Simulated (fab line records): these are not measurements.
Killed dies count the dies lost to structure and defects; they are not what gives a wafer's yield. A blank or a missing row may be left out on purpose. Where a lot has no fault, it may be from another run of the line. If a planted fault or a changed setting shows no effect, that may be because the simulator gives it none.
fab line records    flow nand_harc
record: lots: 6  wafers: 18  last_day: 23
route steps=1159 shown A_CHANNEL_HOLE_D1@478 A_CHANNEL_FILL_D1@490 A_STAIRCASE@519 END@1159
lots that met no fault: from a run of the same line without faults
start_h: start of the lot's first displayed wafer, in hours after the record's first day    wait_h: hours from the lot's prior step to this one    " repeats the value in the row above    L1.1+2: one row covering several wafers at once    - no value, or no start given    * or withheld: withheld    < > ~ a bound
route shown NAME@n: NAME is a module with steps in the file, n the number in the route of the first one    usual: mean/standard deviation taken from wafers without a fault    same: alike in all rows    chamber/n: place in a boat    sites: the reading at each site    _std_site: how widely they spread, as a standard deviation    _edge_site: inner sites' mean taken away from outer sites' mean    radius_mm: how far each site lies from the wafer's centre    mask NAME#n: copy n    behind: tool/chamber where the wafer was last shaped    hold: what put the lot on hold/how long, in hours/how the hold closed    device: whichever transistor did not switch (one of n, p or np)    end of line: the route-end tests of the same wafers    where a step has no rows: the recipe by itself    killed: at the first sort, the dies lost to defects and structure; wafer yield is something else    map: a wafer's dies, marking killed ones x, the rest . and places with no die _
set.NAME: setting as actually run; set.NAME@STEP: the setting as run at that earlier step    model.NAME: the simulator's own value behind a step, which no gauge read
certain route steps with their lots: each step a table, each wafer a row
services: the hour from which a tool's chamber was out of use, counted from the record's first day as start_h (under 0 if before that day), plus the number of hours and why
== steps ==
step: NHARC_A_CHANNEL_HOLE_D1_ETCH_26
recipe: bias_v: 300  source_w: 2000  pressure_mtorr: 30  time_s: 224.1  ar_flow_sccm: 375  c4f8_flow_sccm: 11.4  o2_flow_sccm: 113.6  temp_c: -20  target_depth_a: 3000  chemistry: C4F8/O2/Ar
usual: c4f8_flow_sccm: 11.393/0.03  chamber_pressure_mTorr: 29.996/0.029  drypump_motor_current_A: 5.91/0.28  showerhead_plenum_p_Torr: 3.80/0.079  throttle_valve_pct: 24.585/0.009
same: time_s: 224.1
lot.wafer  tool         chamber  start_h  wait_h  c4f8_flow_sccm  chamber_pressure_mTorr  drypump_motor_current_A  rf_hours_counter_h  showerhead_plenum_p_Torr  throttle_valve_pct
L783.1     har_etch-01  1        176.93   0.7     11.391          29.991                  6.38                     194                 3.68                      24.593
L783.3     "            1        "        "       11.394          30.029                  6.35                     -                   3.68                      24.585
L783.6     "            0        "        "       11.424          29.988                  5.62                     -                   3.88                      24.567
L787.2     har_etch-02  0        214.35   0.7     11.402          30.063                  5.90                     118                 3.82                      24.588
L787.1     "            1        "        "       11.347          29.997                  5.73                     118                 3.88                      24.592
L787.3     "            0        "        "       11.402          29.934                  5.92                     -                   3.82                      24.589
L791.4     har_etch-01  1        221.73   0.5     11.354          30.036                  6.35                     -                   3.67                      24.596
L791.6     "            1        "        "       11.364          30.012                  6.40                     -                   3.67                      24.581
L791.5     "            0        "        "       11.380          30.043                  5.61                     -                   3.87                      24.574
L795.1     har_etch-01  1        264.50   0.7     11.356          30.002                  6.33                     231                 3.66                      24.583
L795.2     "            0        "        "       11.372          29.978                  5.60                     231                 3.85                      24.587
L795.6     "            0        "        "       11.368          29.995                  5.59                     -                   3.85                      24.592
L798.1     har_etch-02  1        271.13   0.7     11.387          29.959                  5.74                     145                 3.86                      24.579
L798.5     "            1        "        "       11.431          29.984                  5.77                     -                   3.86                      24.583
L798.6     "            0        "        "       11.386          29.937                  5.92                     -                   3.81                      24.579
L801.2     har_etch-01  0        290.54   0.7     11.440          29.972                  5.63                     246                 3.85                      24.597
L801.1     "            1        "        "       11.410          29.986                  6.37                     246                 3.65                      24.582
L801.4     "            1        "        "       11.433          29.968                  6.39                     -                   3.65                      24.590
step: NHARC_A_CHANNEL_HOLE_D1_ETCH_33
recipe: bias_v: 400  source_w: 2000  pressure_mtorr: 25  time_s: 90  ar_flow_sccm: 375  c4f8_flow_sccm: 41.7  o2_flow_sccm: 83.3  temp_c: -20  target_depth_a: 4000  chemistry: C4F8/O2/Ar
step: NHARC_A_CHANNEL_HOLE_D1_STRIP_41
recipe: n2_flow_sccm: 150  h2_flow_sccm: 150  ar_flow_sccm: 0  bias_w: 0  chemistry: N2/H2
step: NHARC_A_CHANNEL_HOLE_D1_STRIP_42
recipe: cf4_flow_sccm: 100  chf3_flow_sccm: 30  ar_flow_sccm: 0  bias_w: 0  chemistry: CF4/CHF3
step: NHARC_A_CHANNEL_HOLE_D1_STRIP_43
recipe: o2_flow_sccm: 400  cos_flow_sccm: 20  ar_flow_sccm: 0  bias_w: 0  chemistry: O2/COS
step: NHARC_A_CHANNEL_HOLE_D1_ETCH_44
recipe: target_depth_a: 1400  overetch_a: 140  time_s: 77  ion_energy_ev: 100  cf4_flow_sccm: 80  o2_flow_sccm: 20  ar_flow_sccm: 0  rf_w: 300  bias_w: 100  chemistry: CF4/O2
step: NHARC_A_CHANNEL_HOLE_D1_STRIP_27
recipe: o2_flow_sccm: 500  ar_flow_sccm: 0  bias_w: 0  chemistry: O2
step: NHARC_A_CHANNEL_HOLE_D1_PRECLEAN_28
recipe: time_s: *  temp_c: 50  bath_age_min: 0  chemistry: SC1
step: NHARC_A_CHANNEL_HOLE_D1_SRD_29
step: NHARC_A_CHANNEL_HOLE_D1_CD_MEAS_30
usual: cd_nm: 89.3/1.6
lot.wafer  tool       chamber  start_h  wait_h  cd_nm
L783.1     cd_sem-03  -        178.67   -       90.4
L783.3     "          -        "        "       89.6
L783.6     "          -        "        "       92.1
L787.1     cd_sem-03  -        216.09   -       87.6
L787.2     "          -        "        "       91.9
L787.3     "          -        "        "       92.5
L791.4     cd_sem-02  -        223.42   -       86.8
L791.5     "          -        "        "       86.1
L791.6     "          -        "        "       92.0
L795.1     cd_sem-02  -        266.24   -       89.8
L795.2     "          -        "        "       87.9
L795.6     "          -        "        "       89.1
L798.1     cd_sem-02  -        272.87   -       90.1
L798.5     "          -        "        "       86.6
L798.6     "          -        "        "       86.6
L801.1     cd_sem-01  -        292.29   -       90.1
L801.2     "          -        "        "       89.8
L801.4     "          -        "        "       89.1
step: NHARC_A_CHANNEL_HOLE_D1_XSEM_31
recipe: landing_energy_ev: 35000
step: NHARC_A_CHANNEL_HOLE_D1_INSPECT_40
usual: raw_defect_count: 60/16
lot.wafer  tool               chamber  start_h  wait_h  raw_defect_count
L783.1     defect_inspect-02  -        178.86   -       80
L783.3     "                  -        "        "       91
L783.6     "                  -        "        "       79
L787.1     defect_inspect-02  -        216.27   -       64
L787.2     "                  -        "        "       74
L787.3     "                  -        "        "       54
L791.4     defect_inspect-01  -        223.61   -       63
L791.5     "                  -        "        "       60
L791.6     "                  -        "        "       88
L795.1     defect_inspect-01  -        266.43   -       99
L795.2     "                  -        "        "       75
L795.6     "                  -        "        "       88
L798.1     defect_inspect-02  -        273.07   -       42
L798.5     "                  -        "        "       51
L798.6     "                  -        "        "       46
L801.1     defect_inspect-01  -        292.49   -       86
L801.2     "                  -        "        "       58
L801.4     "                  -        "        "       79
step: NHARC_A_CHANNEL_FILL_D1_PRECLEAN_00
recipe: time_s: *  temp_c: 50  bath_age_min: 0  chemistry: SC1
same: time_s: *
lot.wafer   tool          chamber  start_h  wait_h
L783.6+1+3  wet_bench-02  4,7,0    178.91   0.0
L787.3+1+2  wet_bench-02  1,3,4    216.33   0.0
L791.5+6+4  wet_bench-02  1,2,3    223.67   0.1
L795.1+2+6  wet_bench-02  1,3,4    266.50   0.1
L798.5+6+1  wet_bench-02  2,4,7    273.12   0.0
L801.1+2+4  wet_bench-02  3,4,6    292.55   0.1
step: NHARC_A_CHANNEL_FILL_D1_SRD_01
step: NHARC_A_CHANNEL_FILL_D1_ALD_02
recipe: target_thk_a: 60  pulse_time_s: 10  ald_cycles: 60  temp_c: 300  material: SiO2
usual: heater_power_w: 471/46  precursor_pulse_height_rel: 0.998/0.02
lot.wafer  tool       chamber  start_h  wait_h  heater_power_w  precursor_pulse_height_rel
L783.3     ald_hk-01  2        179.06   -       438             1.014
L783.1     "          3        "        "       503             1.019
L783.6     "          3        "        "       476             1.007
L787.2     ald_hk-04  2        217.25   -       532             1.021
L787.1     "          0        "        "       425             0.995
L787.3     "          1        "        "       390             1.001
L791.4     ald_hk-01  2        223.80   -       446             0.973
L791.5     "          2        "        "       443             1.025
L791.6     "          3        "        "       492             0.991
L795.2     ald_hk-01  1        266.71   -       490             0.981
L795.1     "          2        "        "       431             0.996
L795.6     "          1        "        "       487             1.006
L798.1     ald_hk-04  2        273.48   -       554             1.012
L798.6     "          3        "        "       477             1.014
L798.5     "          0        "        "       437             0.985
L801.2     ald_hk-01  3        293.55   -       460             0.986
L801.4     "          0        "        "       523             0.987
L801.1     "          1        "        "       485             1.021
step: NHARC_A_CHANNEL_FILL_D1_ALD_03
recipe: target_thk_a: 60  pulse_time_s: 60  ald_cycles: 58  temp_c: 630  pressure_torr: 2  material: SiNx
usual: precursor_pulse_height_rel: 1.000/0.02
lot.wafer  tool              chamber  start_h  wait_h  precursor_pulse_height_rel
L783.1     ald_sin_batch-03  0        -        -       0.996
L783.3     "                 0        "        "       1.013
L783.6     "                 0        "        "       1.012
L787.1     ald_sin_batch-02  0        -        -       1.019
L787.2     "                 0        "        "       0.974
L787.3     "                 0        "        "       0.936
L791.4     ald_sin_batch-01  0        -        -       1.010
L791.5     "                 0        "        "       1.003
L791.6     "                 0        "        "       0.988
L795.1     ald_sin_batch-02  0        -        -       0.959
L795.2     "                 0        "        "       0.959
L795.6     "                 0        "        "       1.023
L798.1     ald_sin_batch-02  0        -        -       1.010
L798.5     "                 0        "        "       0.989
L798.6     "                 0        "        "       0.994
L801.1     ald_sin_batch-01  0        -        -       0.974
L801.2     "                 0        "        "       1.010
L801.4     "                 0        "        "       1.028
step: NHARC_A_CHANNEL_FILL_D1_ALD_14
recipe: target_thk_a: 25  pulse_time_s: 10  ald_cycles: 25  temp_c: 300  material: SiO2
step: NHARC_A_CHANNEL_FILL_D1_ALD_15
recipe: target_thk_a: 20  pulse_time_s: 60  ald_cycles: 19  temp_c: 630  pressure_torr: 2  material: SiNx
step: NHARC_A_CHANNEL_FILL_D1_ALD_16
recipe: target_thk_a: 15  pulse_time_s: 10  ald_cycles: 15  temp_c: 300  material: SiO2
step: NHARC_A_CHANNEL_FILL_D1_ANNEAL_17
recipe: temp_c: 850  time_s: 1800
step: NHARC_A_CHANNEL_FILL_D1_CVD_18
recipe: target_thk_a: 30  temp_c: 550  material: poly-Si
step: NHARC_A_CHANNEL_FILL_D1_ETCHBACK_19
recipe: target_depth_a: 50  time_s: 1.7  hbr_flow_sccm: 150  cl2_flow_sccm: 50  rf_w: 400  icp_w: 400  bias_w: 100  chemistry: HBr/Cl2
usual: chamber_pressure_mTorr: 15.000/0.013  drypump_motor_current_A: 5.8/0.45  oes_product_au: 0.999/0.014  throttle_valve_pct: 26.405/0.0095
same: time_s: 1.7
lot.wafer  tool       chamber  start_h  wait_h  chamber_pressure_mTorr  drypump_motor_current_A  oes_product_au  rf_hours_counter_h  throttle_valve_pct
L783.3     rie_si-05  3        201.64   0.4     14.987                  5.8                      0.988           1.2                 26.398
L783.1     "          2        "        "       15.012                  6.3                      0.978           1.1                 26.408
L783.6     "          0        "        "       15.009                  6.4                      1.000           -                   26.409
L787.1     rie_si-02  3        241.13   0.4     14.990                  5.1                      0.985           0.2                 26.398
L787.2     "          0        "        "       15.001                  6.1                      1.006           0.2                 26.411
L787.3     "          1        "        "       14.992                  5.6                      1.004           0.2                 26.405
L791.4     rie_si-02  0        250.05   0.4     14.983                  6.0                      1.002           0.3                 26.392
L791.6     "          1        "        "       14.998                  5.6                      1.012           -                   26.394
L791.5     "          2        "        "       14.999                  5.0                      1.015           -                   26.405
L795.2     rie_si-02  2        292.01   0.4     14.994                  5.0                      0.996           0.7                 26.408
L795.1     "          0        "        "       14.998                  6.1                      1.003           0.7                 26.410
L795.6     "          3        "        "       15.007                  5.1                      0.996           -                   26.388
L798.1     rie_si-02  3        299.73   0.4     15.026                  5.1                      1.005           0.8                 26.399
L798.5     "          3        "        "       15.016                  5.1                      0.999           -                   26.398
L798.6     "          0        "        "       14.975                  6.1                      1.002           -                   26.399
L801.4     rie_si-05  0        318.40   0.4     15.026                  6.4                      0.994           0.8                 26.389
L801.1     "          2        "        "       15.004                  6.2                      0.990           0.6                 26.402
L801.2     "          3        "        "       14.993                  5.9                      0.978           0.7                 26.406
step: NHARC_A_CHANNEL_FILL_D1_ETCHBACK_20
recipe: target_depth_a: 270  time_s: 13.5  c4f8_flow_sccm: withheld  o2_flow_sccm: 8  ar_flow_sccm: withheld  rf_w: 600  bias_w: 1500  chemistry: C4F8/O2/Ar
step: NHARC_A_CHANNEL_FILL_D1_STRIP_28
recipe: time_s: 20  o2_flow_sccm: 500  ar_flow_sccm: 0  bias_w: 0  chemistry: O2
step: NHARC_A_CHANNEL_FILL_D1_PRECLEAN_21
recipe: time_s: 30  chemistry: dHF
step: NHARC_A_CHANNEL_FILL_D1_SRD_23
step: NHARC_A_CHANNEL_FILL_D1_CVD_05
recipe: target_thk_a: 50  temp_c: 550  material: poly-Si
step: NHARC_A_CHANNEL_FILL_D1_ANNEAL_22
recipe: temp_c: 620  time_s: 7200
step: NHARC_A_CHANNEL_FILL_D1_ALD_25
recipe: target_thk_a: 600  pulse_time_s: 10  ald_cycles: 600  temp_c: 300  material: SiOx
step: NHARC_A_CHANNEL_FILL_D1_ETCHBACK_08
recipe: target_depth_a: 2200  time_s: 110  c4f8_flow_sccm: 20  ar_flow_sccm: withheld  rf_w: 600  bias_w: 300  chemistry: C4F8
step: NHARC_A_CHANNEL_FILL_D1_STRIP_29
recipe: time_s: 20  o2_flow_sccm: 500  ar_flow_sccm: 0  bias_w: 0  chemistry: O2
step: NHARC_A_CHANNEL_FILL_D1_PRECLEAN_30
recipe: time_s: 30  chemistry: dHF
step: NHARC_A_CHANNEL_FILL_D1_SRD_31
step: NHARC_A_CHANNEL_FILL_D1_CVD_09
recipe: target_thk_a: 1500  temp_c: 620  pressure_mtorr: 200  time_s: 3000  material: poly-Si
step: NHARC_A_CHANNEL_FILL_D1_CMP_10
recipe: target_thk_nm: 150
usual: motor_current_A: 11.2/0.82  slurry_flow_ml_min: 150.1/0.46  time_to_endpoint_s: 15/3.2
lot.wafer  tool    chamber  start_h  wait_h  motor_current_A  slurry_flow_ml_min  time_to_endpoint_s
L783.3     cmp-04  3        224.81   0.4     10.9             149.7               17
L783.1     "       1        "        "       10.8             150.3               17
L783.6     "       0        "        "       11.7             149.5               14
L787.2     cmp-03  1        264.74   0.4     10.9             149.9               18
L787.1     "       2        "        "       11.3             149.3               11
L787.3     "       3        "        "       10.8             150.1               11
L791.4     cmp-02  3        273.74   0.4     11.3             150.1               15
L791.5     "       1        "        "       10.8             149.5               14
L791.6     "       2        "        "       10.5             150.6               16
L795.2     cmp-02  2        315.50   0.4     9.8              150.0               14
L795.1     "       0        "        "       10.8             150.7               14
L795.6     "       2        "        "       10.5             150.9               14
L798.1     cmp-02  2        322.96   0.4     10.8             149.9               17
L798.6     "       2        "        "       10.2             150.1               15
L798.5     "       3        "        "       11.6             149.9               16
L801.4     cmp-03  3        341.88   0.4     10.4             149.8               12
L801.1     "       0        "        "       12.4             150.3               17
L801.2     "       1        "        "       11.4             150.4               20
step: NHARC_A_CHANNEL_FILL_D1_SRD_12
step: NHARC_A_CHANNEL_FILL_D1_RTA_24
recipe: temp_c: 1000  time_s: 5
step: NHARC_A_STAIRCASE_DEP_156
recipe: target_thk_a: 500  temp_c: 400  target_thk_nm: 50  flow_sccm: 200  rf_w: 450  material: SiNx
step: NHARC_END_SORT_01
recipe: temp_c: 25
usual: killed_at_array: 27/10  killed_at_other: 0.6/0.83  killed_at_periphery: 2.4/1.8  killed_dies: 30/10  killed_open: 3.3/1.7  killed_short: 1.8/1.4
same: gross_dies: 677
lot.wafer  tool       chamber  start_h  wait_h  killed_at_array  killed_at_other  killed_at_periphery  killed_dies  killed_open  killed_short
L795.2     prober-02  0        509.91   2.8     28               0                2                    30           4            2
L798.1     prober-01  0        522.15   2.5     125              0                2                    127          2            6
L798.5     prober-01  0        525.35   3.7     97               1                4                    102          7            2
L798.6     prober-01  0        526.15   4.0     118              0                1                    119          2            1
L801.1     prober-01  0        551.70   2.5     115              0                3                    118          3            1
L801.2     prober-01  0        552.49   2.8     132              0                2                    134          4            0
L801.4     prober-01  0        554.09   3.4     127              1                3                    131          3            1
killed by level:class
L795.2 A_CHANNEL_HOLE_D1:chamber_film_flake=15 A_CONTACT:chamber_film_flake=6 A_WL_FILL:chamber_film_flake=2 P_CONTACT:geometric_particle:short=1 P_CONTACT:geometric_particle:open=1 A_ONON_D1:geometric_particle:open=1 A_WL_FILL:geometric_particle:open=1 A_CONTACT:geometric_particle:short=1
L798.1 A_CHANNEL_FILL_D1:unspecified=91 A_SLIT:chamber_film_flake=17 A_CHANNEL_HOLE_D1:chamber_film_flake=4 A_STAIRCASE:chamber_film_flake=3 A_WL_FILL:geometric_particle:short=2 A_SGD_CUT:chamber_film_flake=2 P_STI:geometric_particle:short=1 A_CHANNEL_FILL_D1:geometric_particle:open=1
L798.5 A_CHANNEL_FILL_D1:unspecified=57 A_SLIT:chamber_film_flake=18 A_STAIRCASE:chamber_film_flake=7 A_SGD_CUT:chamber_film_flake=4 A_CHANNEL_HOLE_D1:chamber_film_flake=3 A_CONTACT:chamber_film_flake=3 P_CONTACT:geometric_particle:open=2 P_STI:geometric_particle:open=1
L798.6 A_CHANNEL_FILL_D1:unspecified=87 A_SLIT:chamber_film_flake=13 A_CHANNEL_HOLE_D1:chamber_film_flake=7 A_STAIRCASE:chamber_film_flake=4 A_CONTACT:chamber_film_flake=2 A_CHANNEL_FILL_D1:geometric_particle:short=1 A_CONTACT:geometric_particle:open=1 A_M0:geometric_particle:open=1
L801.1 A_CHANNEL_FILL_D1:unspecified=87 A_SLIT:chamber_film_flake=15 A_CHANNEL_HOLE_D1:chamber_film_flake=8 A_CONTACT:geometric_particle:open=2 P_GATE:chamber_film_flake=2 P_M0:geometric_particle:open=1 A_WL_FILL:geometric_particle:short=1 A_STAIRCASE:chamber_film_flake=1
L801.2 A_CHANNEL_FILL_D1:unspecified=85 A_CHANNEL_HOLE_D1:chamber_film_flake=27 A_SLIT:chamber_film_flake=10 A_STAIRCASE:chamber_film_flake=5 A_CONTACT:geometric_particle:open=2 P_M0:geometric_particle:open=1 A_M0:geometric_particle:open=1 P_GATE:chamber_film_flake=1
L801.4 A_CHANNEL_FILL_D1:unspecified=88 A_SLIT:chamber_film_flake=17 A_CHANNEL_HOLE_D1:chamber_film_flake=14 A_STAIRCASE:chamber_film_flake=5 P_GATE:chamber_film_flake=2 P_M0:geometric_particle:open=1 A_SOURCE_PLATE:geometric_particle:short=1 A_CHANNEL_FILL_D1:geometric_particle:open=1
map L798.1 (x killed, . not)
____________.____________
_________......x_________
_______.......x..x_______
______........x.xx.______
_____.........x....x_____
____...x........xx...____
____............xx.x.____
___x............x.x...___
___...........x.xxx...___
__.........x...........__
__.....................__
_..........x............_
_..................x...._
_.......x.......x......._
_................x.xx..._
_............x.xxx..x..._
............xxxxxxx.x....
.............xxxxxxx.....
..x...x......xxxxxxx.....
x............xxxxxxxx....
...........xxxxxxxxxxx...
_...........xxxxxxxxxx.._
_...........xxxxxxxxx..._
_...........xxxxxxxx.x.._
_.......x....x.xxxx....._
_...x..........xxxxx...._
__x.............xxx....__
__.............xx......__
___...................___
___..........x........___
____.................____
____.....x...........____
_____..............._____
______.............______
_______..........._______
_________......x_________
____________.____________
map L801.2 (x killed, . not)
____________.____________
_________......._________
_______..........._______
______.............______
_____..............._____
____.........x.......____
____...............x.____
___...................___
___...................___
__............x...xx.x.__
__................xx...__
_.............x.xxxxxx.._
_.............x.xxxxxx.._
_.............xxxxxxxxx._
_.............xxxxxxxxx._
_............xxxxxxxxxx._
.............xxxxxxxxxx..
..............xxxxxxxxxx.
................xxxxxx...
..............x.xxxxxx...
...............xxxxxxxx..
_.............xx.xxxxx.._
_.............x.......x._
_.................x....._
_.......xx.x......x....._
_........xx............._
__....x..xxxxx.........__
__.....xx.xx..........x__
___.x....xxxx.........___
___.....x.xx..x.......___
____....x.x.xx.......____
____........x........____
_____x.x............_____
______.............______
_______..........._______
_________......._________
____________.____________
== services ==
tool          chamber  start_h  hours  kind
cmp-03        -        156.00   4.0    pm
ald_hk-01     -        162.88   2.1    repair
wet_bench-02  -        180.00   8.0    pm
ald_hk-04     -        186.00   10.0   pm
rie_si-05     -        191.09   0.4    repair
cmp-04        -        203.21   4.0    pm
cmp-03        -        203.62   3.3    repair
rie_si-02     -        211.00   9.0    pm
rie_si-05     2        211.67   4.8    repair
cmp-03        -        213.42   2.3    repair
cmp-04        -        217.58   1.5    repair
cmp-02        -        226.66   4.0    pm
ald_hk-01     -        231.53   10.0   pm
rie_si-05     -        239.00   9.0    pm
cmp-03        -        254.00   4.0    pm
cmp-03        -        269.83   1.2    repair
cmp-04        -        273.55   0.3    repair
rie_si-05     2        295.76   1.4    repair
cmp-04        -        301.21   4.0    pm
har_etch-01   -        305.00   17.0   pm
cmp-04        -        313.06   6.5    repair
cmp-03        -        321.48   1.1    repair
cmp-02        -        324.66   4.0    pm
ald_hk-01     -        325.71   0.7    repair
== key ==
first_sign: step: NHARC_END_SORT_01  reading: killed_at_array  direction: up  sigmas: 9  usual: 27  struck: 119
effect: step: NHARC_END_SORT_01  reading: killed_dies  direction: up  sigmas: 8.9  usual: 30  struck: 122
more_kills_born_at: NHARC_A_CHANNEL_FILL_D1_PRECLEAN_00@wet_bench-02: 495
met_at NHARC_A_CHANNEL_FILL_D1_PRECLEAN_00
struck_wafers L798.1,L798.5,L798.6,L801.1,L801.2,L801.4
tester_left_out L798,L801
onset_between 266.50 273.12
also_fits time
fault: kind: chamber_particle_source  tool: wet_bench-02  chamber: -  onset_h: 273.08  steps: NHARC_A_CHANNEL_FILL_D1_PRECLEAN_00  rate_per_visit_cm2: 1.0375  end_h: 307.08
tester_left_out: of these lots the tester's yield and bins aren't shown, on N5 and GAA mostly nor the transistor test; their killed dies are dies lost to structure and defects alone, not to doping, threshold or leakage, so they don't give the yield
